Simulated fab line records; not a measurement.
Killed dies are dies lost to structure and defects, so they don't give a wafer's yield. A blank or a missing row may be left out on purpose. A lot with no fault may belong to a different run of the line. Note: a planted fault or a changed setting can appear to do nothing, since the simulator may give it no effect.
Chamber matching	flow nand_harc	4 sister chambers for NHARC_P_M1_DESCUM_14 on rie_diel-08
The step chemistry O2, time 3 s. 20 wafers are shown with their chamber, then 10 later ones without.

WAFERS WITH THEIR CHAMBER
wafer	chamber	showerhead_plenum_p_Torr (Torr)	drypump_motor_current_A (A)	throttle_valve_pct (%)
L074.1	2	1.86	5.7	11.339
L074.2	1	1.81	5.9	11.310
L074.4	3	1.88	5.5	11.298
L077.4	1	1.81	5.9	11.325
L077.5	3	1.88	5.5	11.305
L077.6	0	2.03	5.2	11.323
L080.2	2	1.85	5.7	11.314
L080.3	1	1.81	6.0	11.298
L080.5	0	2.03	5.2	11.311
L083.3	1	1.81	5.9	11.309
L083.4	3	1.88	5.5	11.311
L083.6	3	1.88	5.5	11.308
L087.1	0	2.03	5.2	11.330
L087.2	1	1.81	5.9	11.302
L087.6	3	1.88	5.5	11.324
L090.1	0	2.03	5.2	11.310
L090.4	2	1.85	5.7	11.311
L090.6	0	2.03	5.2	11.310
L091.1	1	1.81	5.9	11.317
L091.2	3	1.88	5.5	11.296

SIGNATURES (means of the wafers above)
reading	chamber 0	chamber 1	chamber 2	chamber 3	scatter within a chamber
showerhead_plenum_p_Torr	2.0300	1.8100	1.8533	1.8800	0.00204
drypump_motor_current_A	5.200	5.917	5.700	5.500	0.0228
throttle_valve_pct	11.31680	11.31017	11.32133	11.30700	0.0106
Rule: a wafer lies at a distance from a chamber equal to the root of the sum of squares, over the readings, of (its reading less the chamber's mean, divided by the reading's scatter). If the next closest chamber is less than 2 further off than the closest, the wafer can't be placed; otherwise it belongs to the closest. The scatter is the square root of a quotient: the sum, over the shown wafers, of each reading's squared deviation from its chamber's mean, divided by wafers minus chambers.

WAFERS MISSING THEIR CHAMBER
wafer	showerhead_plenum_p_Torr (Torr)	drypump_motor_current_A (A)	throttle_valve_pct (%)
L091.4	2.03	5.3	11.307
L092.2	1.85	5.7	11.308
L092.4	1.81	5.9	11.326
L092.6	1.85	5.7	11.314
L094.1	1.85	5.7	11.312
L094.4	1.81	5.9	11.312
L094.5	1.85	5.7	11.300
L096.2	2.03	5.2	11.306
L096.4	1.81	5.9	11.319
L096.6	1.88	5.5	11.320

THE CHAMBER EACH PASSED THROUGH
wafer	from the rows above	in truth
L091.4	0	0
L092.2	2	2
L092.4	1	1
L092.6	2	2
L094.1	2	2
L094.4	1	1
L094.5	2	2
L096.2	0	0
L096.4	1	1
L096.6	3	3
Correctly placed: 10 of 10. Not placeable from these rows: 0. 0 placed wrongly.
